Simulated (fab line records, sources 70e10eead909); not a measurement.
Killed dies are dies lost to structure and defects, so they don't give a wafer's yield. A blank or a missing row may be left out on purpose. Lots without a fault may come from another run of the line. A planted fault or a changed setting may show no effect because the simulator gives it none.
Chamber matching | flow nand_harc | NHARC_A_STAIRCASE_ETCH_253 on rie_diel-01: 4 sister chambers
The step etches the open film in C4F8/O2, target depth 50 nm, time 20.2 s. 7 wafers are shown with their chamber, then 9 later ones without.

WAFERS WITH THEIR CHAMBER
wafer  | chamber | rf_vpp_V (V) | oes_product_au (a.u.)
L075.2 | 1       | 897          | 0.945
L075.5 | 3       | 889          | 0.960
L083.4 | 2       | 904          | 0.934
L083.6 | 2       | 904          | 0.931
L087.2 | 0       | 894          | 0.921
L087.5 | 0       | 892          | 0.919
L087.6 | 1       | 896          | 0.927

WAFERS WITHOUT THEIR CHAMBER
wafer  | rf_vpp_V (V) | oes_product_au (a.u.)
L090.3 | 889          | 0.930
L090.4 | 903          | 0.938
L090.6 | 904          | 0.946
L091.3 | 895          | 0.977
L091.4 | 889          | 0.962
L091.6 | 903          | 0.966
L094.2 | 888          | 0.962
L094.4 | 893          | 0.952
L094.6 | 894          | 0.956

WHICH CHAMBER EACH WENT THROUGH
wafer  | from the rows above          | in truth
L090.3 | can't be placed: 3 or 0      | 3
L090.4 | 2                            | 2
L090.6 | 2                            | 2
L091.3 | can't be placed: 1 or 3      | 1
L091.4 | 3                            | 3
L091.6 | 2                            | 2
L094.2 | 3                            | 3
L094.4 | can't be placed: 0 or 1 or 3 | 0
L094.6 | can't be placed: 1 or 0 or 3 | 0
Placed correctly: 5 of 9. Can't be placed from these rows: 4 (the true chamber is among the candidates in 4). Placed wrongly: 0.
How it was worked out, from the rows above alone: a wafer's distance from a chamber is the root of the sum, over the readings, of the square of ((its reading less the chamber's mean) divided by the reading's scatter). The wafer belongs to the nearest chamber; if the next one is less than 2 further off, it can't be placed. A chamber's mean is the mean of its shown wafers. The scatter: the root of (the sum of the squares of (reading less its chamber's mean) over the shown wafers, divided by (wafers less chambers)).
